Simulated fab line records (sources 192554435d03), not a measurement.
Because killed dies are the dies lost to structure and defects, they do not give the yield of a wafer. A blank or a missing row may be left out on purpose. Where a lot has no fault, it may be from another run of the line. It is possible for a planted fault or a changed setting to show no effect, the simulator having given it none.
fab line records	flow n5-finfet
record: lots: 7	wafers: 19	last-day: 17
route steps=1938 shown BEOL_M14@1745 PASSIVATION@1936
lots that met no fault: taken from a fault-free run of the same line
start-h: hours from the record's opening day to when the first of the lot's shown wafers began	wait-h: time in hours since the lot's previous step	" same as the row above	L1.1+2: several wafers, shown together as one row	- either no value or no given start	* or withheld: withheld	< > ~ a bound
route shown NAME@n: names a module that has steps shown in the file, with the first one's number in the route	usual: mean/standard deviation taken from wafers without a fault	same: alike in all rows	chamber/n: place in a boat	sites: per-site readings	_std_site: the values' standard deviation	_edge_site: mean of outer sites minus mean of inner sites	radius-mm: for every site, how far away it sits from the centre of the wafer	mask NAME#n: copy n	behind: the most recent tool/chamber to have shaped the wafer	hold: reason for holding the lot/hours on hold/outcome of the hold	device: names the non-switching transistor (n, p or np)	end of line: the tests these same wafers got at the end of their route	step lacking rows: just its recipe	killed: not the wafer's yield, but the dies lost to structure and defects at the first sort	map: per-die view of a wafer (x killed, . not killed, _ where there is no die)
set.NAME: the setting that was run; set.NAME@STEP: the one run at that earlier step	model.NAME: the simulator's own value behind a step, which no gauge read
lots at selected steps of the route; one table per step, one row per wafer
services: when a tool's chamber went out of use (start-h, in hours from the record's first day, below 0 if earlier), for how many hours, and the reason
== steps ==
step: N5_BEOL_M14_HARDBAKE_32
recipe: temp-c: 130	time-s: 120
step: N5_BEOL_M14_CD_MEAS_28
recipe: target-cd-nm: 284.4	landing-energy-ev: 500	detector: se-inlens
usual: cd-nm: 284.5/1.3
lot.wafer	tool	chamber	start-h	wait-h	cd-nm
L382.1	cd-sem-02	0	252.61	-	285.2
L382.2	"	0	"	"	285.6
L382.3	"	0	"	"	283.8
L391.1	cd-sem-01	0	285.31	-	283.8
L391.2	"	0	"	"	285.2
L391.6	"	0	"	"	285.3
L388.2	cd-sem-02	0	301.27	-	283.6
L388.3	"	0	"	"	282.0
L388.4	"	0	"	"	283.2
L397.3	cd-sem-03	0	346.30	-	285.1
L397.5	"	0	"	"	285.3
L397.6	"	0	"	"	285.4
L402.2	cd-sem-02	0	358.35	-	284.3
L402.3	"	0	"	"	284.7
L403.3	cd-sem-03	0	369.71	-	283.0
L403.6	"	0	"	"	283.9
L404.3	cd-sem-02	0	372.20	-	285.0
L404.4	"	0	"	"	283.9
L404.6	"	0	"	"	284.2
step: N5_BEOL_M14_OVL_MEAS_29
recipe: points-per-wafer: 44
usual: M14_OVL: 0/5.5
lot.wafer	tool	chamber	start-h	wait-h	M14_OVL[nm]
L382.1	overlay-01	0	252.64	0.0	-7
L382.2	"	0	"	"	-5
L382.3	"	0	"	"	-2
L391.1	overlay-02	0	285.34	0.0	6
L391.2	"	0	"	"	-3
L391.6	"	0	"	"	4
L388.2	overlay-02	0	301.30	0.0	-2
L388.3	"	0	"	"	-4
L388.4	"	0	"	"	5
L397.3	overlay-02	0	346.32	0.0	2
L397.5	"	0	"	"	-1
L397.6	"	0	"	"	-3
L402.2	overlay-02	0	358.38	0.0	1
L402.3	"	0	"	"	1
L403.3	overlay-02	0	369.74	0.0	-8
L403.6	"	0	"	"	6
L404.3	overlay-01	0	372.23	0.0	4
L404.4	"	0	"	"	-8
L404.6	"	0	"	"	-12
step: N5_BEOL_M14_INSPECT_30
recipe: mode: adi	inspect-instrument: macro
usual: raw-defect-count: 2.2/1.4
lot.wafer	tool	chamber	start-h	wait-h	raw-defect-count
L382.1	defect-inspect-01	-	252.66	0.0	6
L382.2	"	-	"	"	4
L382.3	"	-	"	"	2
L391.1	defect-inspect-02	-	285.36	0.0	3
L391.2	"	-	"	"	1
L391.6	"	-	"	"	0
L388.2	defect-inspect-02	-	301.33	0.0	1
L388.3	"	-	"	"	0
L388.4	"	-	"	"	1
L397.3	defect-inspect-02	-	346.35	0.0	3
L397.5	"	-	"	"	1
L397.6	"	-	"	"	1
L402.2	defect-inspect-01	-	358.40	0.0	2
L402.3	"	-	"	"	3
L403.3	defect-inspect-02	-	369.77	0.0	3
L403.6	"	-	"	"	2
L404.3	defect-inspect-01	-	372.26	0.0	3
L404.4	"	-	"	"	4
L404.6	"	-	"	"	4
step: N5_BEOL_M14_DESCUM_33
recipe: chemistry: O2	time-s: 7.9	source-power-w: 50	bias-power-w: 20	pressure-mtorr: 20	rf-frequency-hz: 2.712e+07	temp-c: 40	o2-flow-sccm: 225
usual: drypump-motor-current-A: 5.6/0.53	oes-product-au: 0.79/0.066	rf-vpp-V: 243.5/1.3	showerhead-plenum-p-Torr: 2.11/0.067	throttle-valve-pct: 20.39/0.19
lot.wafer	tool	chamber	start-h	wait-h	drypump-motor-current-A	oes-product-au	rf-hours-counter-h	rf-vpp-V	showerhead-plenum-p-Torr	throttle-valve-pct
L382.1	rie-diel-04	0	252.70	0.0	5.8	0.91	25	241.7	2.04	20.26
L382.2	"	2	"	"	5.7	0.77	133	242.9	2.10	20.57
L382.3	"	3	"	"	5.4	0.83	82	245.1	2.21	20.29
L391.1	rie-diel-04	0	285.39	0.0	5.8	0.89	40	243.0	2.04	20.29
L391.2	"	1	"	"	6.6	0.72	214	244.1	2.15	20.74
L391.6	"	0	"	"	5.8	0.88	-	242.7	2.04	20.29
L388.2	rie-diel-02	2	301.36	0.0	5.5	0.86	56	242.5	2.03	20.17
L388.3	"	1	"	"	4.9	0.77	129	243.3	2.10	20.27
L388.4	"	0	"	"	6.2	0.87	-	244.7	2.22	20.27
L397.3	rie-diel-02	0	346.38	0.0	6.2	0.84	73	245.2	2.22	20.29
L397.5	"	0	"	"	6.2	0.85	-	246.4	2.21	20.30
L397.6	"	2	"	"	5.5	0.83	-	241.5	2.02	20.23
L402.2	rie-diel-04	0	358.44	0.0	5.8	0.85	69	240.3	2.03	20.36
L402.3	"	1	"	"	6.6	0.69	237	243.8	2.14	20.81
L403.3	rie-diel-04	1	369.80	0.0	6.6	0.69	241	244.6	2.14	20.80
L403.6	"	2	"	"	5.7	0.73	-	244.4	2.09	20.61
L404.3	rie-diel-04	3	372.29	0.0	5.4	0.77	125	245.5	2.19	20.35
L404.4	"	2	"	"	5.7	0.73	167	242.8	2.09	20.62
L404.6	"	1	"	"	6.6	0.69	-	244.5	2.14	20.80
step: N5_BEOL_M14_ETCH_67
recipe: chemistry: CF4	target: SiARC	target-depth-a: 1430	time-s: 238.3	ion-energy-ev: 80	pressure-mtorr: 40	source-w: 545	bias-w: 36	Ar_flow_sccm: 100	cf4-flow-sccm: 100	ends: cleared
usual: drypump-motor-current-A: 5.6/0.53	etch-rf-on-time-s: 238/3.2	mfc-ar-sccm: 100.03/0.29	oes-product-au: 0.68/0.056	rf-vpp-V: 184.3/1.1	showerhead-plenum-p-Torr: 2.16/0.062	throttle-valve-pct: 15.58/0.21
lot.wafer	tool	chamber	start-h	wait-h	drypump-motor-current-A	etch-rf-on-time-s	mfc-ar-sccm	oes-product-au	rf-hours-counter-h	rf-vpp-V	showerhead-plenum-p-Torr	throttle-valve-pct
L382.1	rie-diel-04	0	252.73	0.0	5.8	234	99.82	0.78	25	183.7	2.10	15.46
L382.2	"	2	"	"	5.7	232	99.99	0.66	133	184.3	2.14	15.73
L382.3	"	3	"	"	5.4	233	100.00	0.71	82	184.5	2.25	15.44
L391.1	rie-diel-04	0	285.43	0.0	5.8	232	99.93	0.76	40	183.7	2.09	15.49
L391.2	"	1	"	"	6.6	238	100.30	0.61	214	186.2	2.20	16.00
L391.6	"	0	"	"	5.8	232	99.93	0.76	-	185.5	2.09	15.49
L388.2	rie-diel-02	2	301.39	0.0	5.5	239	99.86	0.73	56	182.6	2.09	15.39
L388.3	"	1	"	"	4.9	239	99.89	0.66	129	184.7	2.14	15.49
L388.4	"	0	"	"	6.2	238	99.82	0.74	-	183.5	2.26	15.39
L397.3	rie-diel-02	0	346.42	0.0	6.2	235	99.74	0.72	73	185.8	2.25	15.45
L397.5	"	0	"	"	6.2	236	99.74	0.72	-	187.0	2.25	15.44
L397.6	"	2	"	"	5.5	238	100.01	0.71	-	183.4	2.09	15.41
L402.2	rie-diel-04	0	358.47	0.0	5.8	237	100.43	0.72	69	182.7	2.09	15.55
L402.3	"	1	"	"	6.6	242	100.31	0.58	237	185.0	2.20	16.02
L403.3	rie-diel-04	1	369.83	0.0	6.6	243	100.41	0.58	241	184.5	2.20	16.03
L403.6	"	2	"	"	5.7	240	99.70	0.63	-	183.8	2.13	15.79
L404.3	rie-diel-04	3	372.33	0.0	5.4	237	100.26	0.67	125	187.0	2.24	15.54
L404.4	"	2	"	"	5.7	236	99.72	0.64	167	184.5	2.13	15.78
L404.6	"	1	"	"	6.6	244	99.86	0.59	-	185.8	2.19	16.03
step: N5_BEOL_M14_ETCH_68
recipe: chemistry: N2/H2	target: SOC	mask-material: SiARC	source-w: 3000	bias-w: 350	temp-c: 40	time-s: 450	ion-energy-ev: 200	pressure-mtorr: 30	n2-flow-sccm: 200	h2-flow-sccm: 200
usual: drypump-motor-current-A: 5.7/0.53	oes-product-au: 0.79/0.066	rf-vpp-V: 524.4/2.3	showerhead-plenum-p-Torr: 2.57/0.08	throttle-valve-pct: 17.74/0.23
lot.wafer	tool	chamber	start-h	wait-h	drypump-motor-current-A	oes-product-au	rf-hours-counter-h	rf-vpp-V	showerhead-plenum-p-Torr	throttle-valve-pct
L382.1	rie-diel-04	0	252.88	0.1	5.8	0.92	25	521.8	2.49	17.64
L382.2	"	2	"	"	5.7	0.77	133	524.7	2.56	17.85
L382.3	"	3	"	"	5.4	0.84	83	527.8	2.68	17.53
L391.1	rie-diel-04	0	285.58	0.1	5.8	0.88	40	521.1	2.48	17.66
L391.2	"	1	"	"	6.6	0.70	214	525.2	2.62	18.21
L391.6	"	0	"	"	5.8	0.88	-	521.6	2.48	17.68
L388.2	rie-diel-02	2	301.54	0.1	5.5	0.86	56	523.3	2.47	17.61
L388.3	"	1	"	"	4.9	0.77	130	524.3	2.55	17.64
L388.4	"	0	"	"	6.2	0.86	-	529.3	2.69	17.54
L397.3	rie-diel-02	0	346.56	0.1	6.2	0.85	73	528.0	2.68	17.60
L397.5	"	0	"	"	6.2	0.83	-	527.0	2.68	17.58
L397.6	"	2	"	"	5.5	0.82	-	521.5	2.47	17.62
L402.2	rie-diel-04	0	358.62	0.1	5.8	0.84	69	522.8	2.47	17.71
L402.3	"	1	"	"	6.7	0.69	237	524.6	2.61	18.26
L403.3	rie-diel-04	1	369.98	0.1	6.6	0.68	241	525.2	2.61	18.26
L403.6	"	2	"	"	5.7	0.73	-	523.4	2.54	17.93
L404.3	rie-diel-04	3	372.47	0.1	5.4	0.78	125	526.4	2.67	17.59
L404.4	"	2	"	"	5.7	0.74	167	523.1	2.54	17.93
L404.6	"	1	"	"	6.6	0.68	-	526.4	2.61	18.28
step: N5_BEOL_M14_STRIP_69
recipe: chemistry: N2/H2	temp-c: 40	n2-flow-sccm: 200	h2-flow-sccm: 200	rf-frequency-hz: 6e+07
step: N5_BEOL_M14_TRENCH_ETCH_34
recipe: chemistry: C4F8/O2/Ar	target: SiO2	target-depth-a: 5566.5	mask-material: SOC	he-inner-torr: 15	he-outer-torr: 30	time-s: 126.9	ion-energy-ev: 800	pressure-mtorr: 20	source-w: 1905	bias-w: 2040	Ar_flow_sccm: 400	C4F8_flow_sccm: 16	O2_flow_sccm: 12
usual: drypump-motor-current-A: 5.6/0.53	he-inner-torr: 15.00/0.032	mfc-ar-sccm: 399.8/1.3	oes_f_703_au: 0.80/0.063	oes-product-au: 0.80/0.065	rf-vpp-V: 2220/16	showerhead-plenum-p-Torr: 3.46/0.099	throttle-valve-pct: 30.85/0.2
lot.wafer	tool	chamber	start-h	wait-h	drypump-motor-current-A	he-inner-torr	mfc-ar-sccm	oes_f_703_au	oes-product-au	rf-hours-counter-h	rf-vpp-V	showerhead-plenum-p-Torr	throttle-valve-pct
L382.1	rie-diel-04	0	253.15	0.0	5.8	14.97	400.9	0.90	0.92	26	2201	3.36	30.82
L382.2	"	2	"	"	5.7	15.04	402.4	0.78	0.77	133	2215	3.44	30.91
L382.3	"	3	"	"	5.4	15.05	397.2	0.83	0.82	83	2232	3.61	30.74
L391.1	rie-diel-04	0	285.85	0.0	5.8	15.01	399.3	0.89	0.88	40	2201	3.36	30.83
L391.2	"	1	"	"	6.6	15.05	395.6	0.71	0.71	214	2258	3.54	31.32
L391.6	"	0	"	"	5.8	14.98	400.0	0.88	0.88	-	2201	3.35	30.83
L388.2	rie-diel-02	2	301.81	0.0	5.5	14.99	399.4	0.84	0.85	57	2211	3.37	30.85
L388.3	"	1	"	"	4.9	15.02	397.6	0.77	0.78	130	2218	3.44	30.65
L388.4	"	0	"	"	6.2	15.02	399.5	0.87	0.87	-	2216	3.63	30.71
L397.3	rie-diel-02	0	346.84	0.0	6.2	15.04	400.1	0.85	0.84	73	2215	3.62	30.73
L397.5	"	0	"	"	6.3	15.05	400.8	0.85	0.84	-	2214	3.62	30.71
L397.6	"	2	"	"	5.5	14.96	397.8	0.82	0.81	-	2210	3.36	30.87
L402.2	rie-diel-04	0	358.89	0.0	5.8	15.00	398.2	0.84	0.84	69	2200	3.34	30.83
L402.3	"	1	"	"	6.6	14.98	400.1	0.70	0.69	237	2254	3.53	31.36
L403.3	rie-diel-04	1	370.25	0.0	6.6	15.01	400.3	0.69	0.69	241	2254	3.52	31.35
L403.6	"	2	"	"	5.7	14.95	398.4	0.75	0.75	-	2215	3.42	30.95
L404.3	rie-diel-04	3	372.75	0.0	5.4	15.00	398.9	0.80	0.79	125	2231	3.59	30.77
L404.4	"	2	"	"	5.7	15.09	400.2	0.75	0.74	167	2215	3.42	30.94
L404.6	"	1	"	"	6.6	15.00	399.3	0.70	0.69	-	2255	3.52	31.35
step: N5_BEOL_M14_STRIP_70
recipe: chemistry: C4F8/O2/Ar	resist: SiARC	rf-frequency-hz: 6e+07
step: N5_BEOL_M14_OCD_MEAS_35
usual: trench-depth-nm: 556/6.8
lot.wafer	tool	chamber	start-h	wait-h	trench-depth-nm
L382.1	ocd-02	-	253.31	0.0	566
L382.2	"	-	"	"	563
L382.3	"	-	"	"	561
L391.1	ocd-01	-	286.00	0.0	560
L391.2	"	-	"	"	541
L391.6	"	-	"	"	560
L388.2	ocd-02	-	301.97	0.0	554
L388.3	"	-	"	"	553
L388.4	"	-	"	"	558
L397.3	ocd-01	-	346.99	0.0	559
L397.5	"	-	"	"	552
L397.6	"	-	"	"	547
L402.2	ocd-01	-	359.05	0.0	552
L402.3	"	-	"	"	546
L403.3	ocd-01	-	370.41	0.0	545
L403.6	"	-	"	"	563
L404.3	ocd-01	-	372.90	0.0	559
L404.4	"	-	"	"	559
L404.6	"	-	"	"	544
step: N5_BEOL_M14_STRIP_37
recipe: chemistry: O2	power-w: 600	temp-c: 60	pressure-mtorr: 30	rf-frequency-hz: 6e+07	bias-power-w: 0	overash-fraction: 0.3	o2-flow-sccm: 225
usual: drypump-motor-current-A: 5.5/0.54	oes-product-au: 0.81/0.062	rf-vpp-V: 3.8/0.97	showerhead-plenum-p-Torr: 2.11/0.073	throttle-valve-pct: 16.57/0.17
same: overash-fraction: 0.3
lot.wafer	tool	chamber	start-h	wait-h	drypump-motor-current-A	oes-product-au	rf-hours-counter-h	rf-vpp-V	showerhead-plenum-p-Torr	throttle-valve-pct
L382.1	rie-diel-02	2	254.66	1.4	5.5	0.88	39	3.4	2.04	16.37
L382.2	"	3	"	"	4.7	0.71	223	5.3	2.07	16.75
L382.3	"	1	"	"	4.9	0.81	112	3.0	2.11	16.52
L391.1	rie-diel-02	3	290.78	4.8	4.7	0.72	237	2.3	2.06	16.77
L391.2	"	1	"	"	4.9	0.78	125	4.7	2.10	16.55
L391.6	"	3	"	"	4.7	0.70	-	4.9	2.06	16.79
L388.2	rie-diel-02	0	302.26	0.3	6.2	0.86	52	3.3	2.23	16.48
L388.3	"	1	"	"	4.9	0.77	130	4.3	2.10	16.56
L388.4	"	1	"	"	4.9	0.77	-	5.3	2.10	16.55
L397.3	rie-diel-04	1	348.27	1.3	6.6	0.69	234	4.5	2.14	17.05
L397.5	"	1	"	"	6.6	0.69	-	4.9	2.14	17.03
L397.6	"	0	"	"	5.8	0.84	-	2.2	2.03	16.55
L402.2	rie-diel-02	3	362.47	3.4	4.7	0.67	262	4.8	2.05	16.82
L402.3	"	0	"	"	6.2	0.82	81	2.8	2.22	16.59
L403.3	rie-diel-02	1	371.10	0.7	4.9	0.77	144	4.1	2.10	16.57
L403.6	"	1	"	"	4.9	0.77	-	4.7	2.10	16.58
L404.3	rie-diel-02	2	374.29	1.4	5.5	0.81	90	2.2	2.02	16.49
L404.4	"	2	"	"	5.5	0.81	-	4.3	2.02	16.51
L404.6	"	0	"	"	6.2	0.81	-	2.5	2.21	16.54
step: N5_BEOL_M14_ETCH_38
recipe: chemistry: CF4/N2	target: SiCN	target-depth-a: 1065	taper-deg: 2	time-s: 120.6	ion-energy-ev: 150	mask-material: SiO2	pressure-mtorr: 40	source-w: 430	bias-w: 70	Ar_flow_sccm: 100	cf4-flow-sccm: 60	n2-flow-sccm: 60
usual: drypump-motor-current-A: 5.5/0.54	mfc-ar-sccm: 99.9/0.33	oes-product-au: 0.81/0.062	rf-vpp-V: 382.6/2	showerhead-plenum-p-Torr: 2.22/0.069	throttle-valve-pct: 15.34/0.17
lot.wafer	tool	chamber	start-h	wait-h	drypump-motor-current-A	mfc-ar-sccm	oes-product-au	rf-hours-counter-h	rf-vpp-V	showerhead-plenum-p-Torr	throttle-valve-pct	model.etch.depth-nm
L382.1	rie-diel-02	2	254.70	-	5.5	99.8	0.89	39	382.7	2.16	15.18	97.29
L382.2	"	3	"	"	4.7	100.7	0.72	223	383.0	2.18	15.58	96.58
L382.3	"	1	"	"	4.9	99.8	0.79	112	383.5	2.22	15.28	96.44
L391.1	rie-diel-02	3	290.82	-	4.7	99.2	0.70	237	381.2	2.18	15.58	94.34
L391.2	"	1	"	"	4.9	100.6	0.77	125	379.6	2.21	15.30	94.64
L391.6	"	3	"	"	4.7	100.3	0.70	-	381.1	2.18	15.58	94.79
L388.2	rie-diel-02	0	302.30	-	6.2	99.9	0.87	52	384.6	2.33	15.24	97.25
L388.3	"	1	"	"	4.9	100.1	0.78	130	381.8	2.21	15.31	97.25
L388.4	"	1	"	"	4.9	99.8	0.77	-	383.6	2.21	15.32	96.4
L397.3	rie-diel-04	1	348.31	-	6.6	100.0	0.69	234	384.5	2.27	15.86	94.07
L397.5	"	1	"	"	6.6	100.1	0.68	-	383.4	2.26	15.86	93.88
L397.6	"	0	"	"	5.8	99.9	0.85	-	381.1	2.15	15.35	97.01
L402.2	rie-diel-02	3	362.51	-	4.7	99.5	0.83	262	381.7	2.17	15.65	126.6
L402.3	"	0	"	"	6.3	99.6	1.00	81	385.5	2.32	15.32	127.3
L403.3	rie-diel-02	1	371.14	-	4.9	100.1	0.91	145	381.4	2.21	15.35	126.6
L403.6	"	1	"	"	4.9	100.2	0.76	-	381.5	2.21	15.34	95.18
L404.3	rie-diel-02	2	374.33	-	5.5	100.5	0.98	90	379.4	2.14	15.29	125.6
L404.4	"	2	"	"	5.5	100.0	0.80	-	379.7	2.15	15.28	94.31
L404.6	"	0	"	"	6.2	99.6	0.82	-	385.1	2.32	15.30	95.97
step: N5_BEOL_M14_PRECLEAN_39
recipe: chemistry: residue-remover	time-s: 60	temp-c: 40
step: N5_PASSIVATION_PROBE_49
usual: defect-limited-yield: 91.3/1.3	killed_at_M0_to_M3: 35/13	killed_at_M4_up: 13/5.2	killed-at-contacts: 12/6.2	killed-at-front-end: 39/9.6	killed-at-other: 3.1/2.6	killed-dies: 102/16	killed-on-rim: 13/3.8	killed-open: 68/13	killed-short: 33/6.9	sort_bin_5_function: 5.1/0.87	sort_bin_6_memory: 3.3/0.67	sort-n-pass: 1078/16	sort-yield-pct: 91.3/1.3
same: gross-dies: 1180	killed-at-back-side: 0	sort_bin_4_leakage[%]: 0	sort_bin_8_speed[%]: 0
lot.wafer	tool	chamber	start-h	wait-h	defect-limited-yield[%]	killed_at_M0_to_M3	killed_at_M4_up	killed-at-contacts	killed-at-front-end	killed-at-other	killed-dies	killed-on-rim	killed-open	killed-short	sort_bin_5_function[%]	sort_bin_6_memory[%]	sort-n-pass	sort-yield-pct[%]
L382.1	prober-01	-	276.64	0.0	93.4	29	13	4	31	1	78	6	53	23	4.1	2.5	1102	93.4
L382.2	prober-01	-	276.69	0.1	92.9	29	10	7	35	3	84	8	57	25	3.9	3.1	1096	92.9
L382.3	prober-01	-	276.74	0.1	93.3	8	8	16	45	2	79	10	55	22	4.5	2.2	1101	93.3
L391.1	prober-02	-	314.23	0.0	89.5	48	27	21	27	1	124	19	93	30	5.9	4.2	1056	89.5
L391.2	prober-02	-	314.28	0.1	90.8	46	18	13	30	2	109	13	82	25	4.8	4.3	1071	90.8
L391.6	prober-02	-	314.48	0.3	91.3	43	11	12	36	1	103	12	66	37	4.8	3.7	1077	91.3
L388.2	prober-02	-	327.66	0.1	91.5	34	13	7	44	2	100	11	70	27	5.1	3.1	1080	91.5
L388.3	prober-02	-	327.71	0.1	88.9	67	10	7	45	2	131	14	86	43	6.6	4.2	1049	88.9
L388.4	prober-02	-	327.76	0.2	90.8	57	11	4	31	5	108	13	72	36	5.7	3.1	1072	90.8
L397.6	prober-01	-	373.17	0.3	90.7	36	10	16	47	1	110	9	75	34	5.4	3.7	1070	90.7
L402.2	prober-01	-	388.58	0.1	92.6	30	14	17	23	3	87	12	54	33	3.4	3.9	1093	92.6
L402.3	prober-01	-	388.63	0.1	91.8	26	14	12	37	8	97	9	61	31	4.6	3.0	1083	91.8
L403.3	prober-01	-	396.27	0.1	90.3	29	17	13	54	2	115	20	74	41	6.3	3.1	1065	90.3
L403.6	prober-01	-	396.42	0.3	92.3	31	10	5	42	3	91	11	64	27	4.2	3.5	1089	92.3
L404.3	prober-02	-	396.59	0.1	88.3	75	8	5	46	4	138	17	85	52	6.5	4.7	1042	88.3
L404.4	prober-02	-	396.64	0.2	91.3	27	15	9	46	6	103	17	68	32	5.6	2.9	1077	91.3
L404.6	prober-02	-	396.74	0.3	89.9	47	18	6	46	2	119	13	77	39	5.9	4.0	1061	89.9
killed by level:class
L382.1 STI_FIN_REVEAL:geometric-particle:open=8 BEOL_M2:geometric-particle:open=8 BEOL_M4:geometric-particle:open=8 GATE_CUT:geometric-particle:short=4 MOL_CONTACT_COAG:geometric-particle:open=4 BEOL_M1:geometric-particle:open=4 BEOL_M3:geometric-particle:short=4 STARTING-WAFER:geometric-particle:open=4
L382.2 BEOL_M2:geometric-particle:open=10 STI_FIN_REVEAL:geometric-particle:open=7 MOL_CONTACT_COAG:geometric-particle:open=7 FIN_SAQP:geometric-particle:short=6 GATE_CUT:geometric-particle:short=6 BEOL_M1:geometric-particle:open=6 FIN_SAQP:geometric-particle:open=5 SDB:geometric-particle:open=3
L382.3 MOL_CONTACT_COAG:geometric-particle:open=14 STI_FIN_REVEAL:geometric-particle:open=11 FIN_SAQP:geometric-particle:open=8 GATE_CUT:geometric-particle:short=6 FIN_SAQP:geometric-particle:short=5 DUMMY_GATE:geometric-particle:open=3 BEOL_M1:geometric-particle:short=3 BEOL_M7:geometric-particle:open=3
L391.1 MOL_CONTACT_COAG:geometric-particle:open=18 BEOL_M4:geometric-particle:open=15 BEOL_M1:geometric-particle:open=12 BEOL_M2:geometric-particle:open=12 FIN_SAQP:geometric-particle:open=9 BEOL_M0_SAQP:geometric-particle:short=5 BEOL_M0_SAQP:geometric-particle:open=5 STI_FIN_REVEAL:geometric-particle:open=4
L391.2 BEOL_M0_SAQP:geometric-particle:open=13 MOL_CONTACT_COAG:geometric-particle:open=12 BEOL_M2:geometric-particle:open=9 BEOL_M1:geometric-particle:open=8 BEOL_M4:geometric-particle:open=7 STI_FIN_REVEAL:geometric-particle:open=6 BEOL_M0:geometric-particle:open=5 STARTING-WAFER:geometric-particle:open=5
L391.6 BEOL_M2:geometric-particle:open=12 GATE_CUT:geometric-particle:short=9 MOL_CONTACT_COAG:geometric-particle:open=9 BEOL_M4:geometric-particle:open=9 BEOL_M1:geometric-particle:open=8 FIN_SAQP:geometric-particle:short=7 DUMMY_GATE:geometric-particle:open=5 BEOL_M0:geometric-particle:open=5
L388.2 STI_FIN_REVEAL:geometric-particle:open=11 BEOL_M0_SAQP:geometric-particle:open=8 DUMMY_GATE:geometric-particle:open=7 BEOL_M0_SAQP:geometric-particle:short=7 BEOL_M1:geometric-particle:open=7 MOL_CONTACT_COAG:geometric-particle:open=6 BEOL_M2:geometric-particle:open=6 STARTING-WAFER:geometric-particle:open=6
L388.3 BEOL_M0_SAQP:geometric-particle:open=17 BEOL_M0_SAQP:geometric-particle:short=12 FIN_SAQP:geometric-particle:open=11 BEOL_M2:geometric-particle:open=9 BEOL_M3:geometric-particle:open=8 DUMMY_GATE:geometric-particle:open=6 GATE_CUT:geometric-particle:short=6 BEOL_M1:geometric-particle:open=6
L388.4 BEOL_M0_SAQP:geometric-particle:open=15 STI_FIN_REVEAL:geometric-particle:open=12 BEOL_M0_SAQP:geometric-particle:short=11 BEOL_M1:geometric-particle:short=10 BEOL_M1:geometric-particle:open=9 BEOL_M2:geometric-particle:open=7 FIN_SAQP:geometric-particle:short=4 FIN_SAQP:geometric-particle:open=4
L397.6 FIN_SAQP:geometric-particle:open=15 MOL_CONTACT_COAG:geometric-particle:open=12 BEOL_M2:geometric-particle:open=11 FIN_SAQP:geometric-particle:short=10 BEOL_M3:geometric-particle:open=10 STI_FIN_REVEAL:geometric-particle:open=5 MOL_CONTACT_COAG:geometric-particle:short=4 DUMMY_GATE:geometric-particle:open=4
L402.2 MOL_CONTACT_COAG:geometric-particle:open=12 STI_FIN_REVEAL:geometric-particle:open=7 BEOL_M0_SAQP:geometric-particle:short=7 BEOL_M3:geometric-particle:short=6 MOL_CONTACT_COAG:geometric-particle:short=5 BEOL_M0_SAQP:geometric-particle:open=5 BEOL_M1:geometric-particle:open=5 BEOL_M4:geometric-particle:open=5
L402.3 MOL_CONTACT_COAG:geometric-particle:open=9 GATE_CUT:geometric-particle:short=7 STI_FIN_REVEAL:geometric-particle:open=6 FIN_SAQP:geometric-particle:open=5 BEOL_M0_SAQP:geometric-particle:open=5 BEOL_M0_SAQP:geometric-particle:short=5 BEOL_M4:geometric-particle:open=5 HKMG_FIN:area-etch=5
L403.3 FIN_SAQP:geometric-particle:open=20 FIN_SAQP:geometric-particle:short=11 BEOL_M0_SAQP:geometric-particle:short=11 MOL_CONTACT_COAG:geometric-particle:open=10 BEOL_M3:geometric-particle:open=6 STI_FIN_REVEAL:geometric-particle:open=5 BEOL_M2:geometric-particle:open=5 BEOL_M8:geometric-particle:open=5
L403.6 FIN_SAQP:geometric-particle:open=16 BEOL_M0_SAQP:geometric-particle:open=10 FIN_SAQP:geometric-particle:short=7 BEOL_M0_SAQP:geometric-particle:short=6 MOL_CONTACT_COAG:geometric-particle:open=5 BEOL_M0:geometric-particle:open=5 BEOL_M2:geometric-particle:open=5 STI_FIN_REVEAL:geometric-particle:open=4
L404.3 BEOL_M0_SAQP:geometric-particle:open=27 BEOL_M0_SAQP:geometric-particle:short=27 FIN_SAQP:geometric-particle:open=18 FIN_SAQP:geometric-particle:short=10 BEOL_M3:geometric-particle:open=8 STI_FIN_REVEAL:geometric-particle:open=4 GATE_CUT:geometric-particle:short=4 MOL_CONTACT_COAG:geometric-particle:open=4
L404.4 GATE_CUT:geometric-particle:open=10 STI_FIN_REVEAL:geometric-particle:open=8 BEOL_M2:geometric-particle:open=8 BEOL_M0_SAQP:geometric-particle:open=6 STARTING-WAFER:geometric-particle:open=6 DUMMY_GATE:geometric-particle:open=5 GATE_CUT:geometric-particle:short=5 MOL_CONTACT_COAG:geometric-particle:open=5
L404.6 BEOL_M0_SAQP:geometric-particle:open=17 BEOL_M0_SAQP:geometric-particle:short=12 FIN_SAQP:geometric-particle:open=11 FIN_SAQP:geometric-particle:short=10 BEOL_M3:geometric-particle:open=8 GATE_CUT:geometric-particle:open=6 BEOL_M4:geometric-particle:open=6 STI_FIN_REVEAL:geometric-particle:open=5
== services ==
tool	chamber	start-h	hours	kind
rie-diel-04	1	288.71	11.0	repair
rie-diel-04	-	298.50	2.8	pm
rie-diel-04	3	340.45	5.4	repair
rie-diel-02	3	365.02	-	clean
rie-diel-02	3	365.02	-	consumable-replace:focus-ring
rie-diel-02	3	365.02	15.8	scheduled-down
rie-diel-02	3	365.02	15.8	vent-cycle
== key ==
first-sign: step: N5_BEOL_M14_ETCH_38	reading: oes-product-au	direction: up	sigmas: 2	usual: 0.81	struck: 0.93
effect none on later readings
model-effect: step: N5_BEOL_M14_ETCH_38	value: etch.depth-nm	without: 95.56	struck: 126.5
met-at N5_BEOL_M14_ETCH_38
struck-wafers L402.2,L402.3,L403.3,L404.3
onset-between 302.30 362.51
fault: kind: process-parameter-drift	tool: rie-diel-02	chamber: -	onset-h: 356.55	steps: N5_BEOL_M14_ETCH_38	channel: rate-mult	offset: 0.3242	shape: step	end-h: 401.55	scope: struck-wafers-only
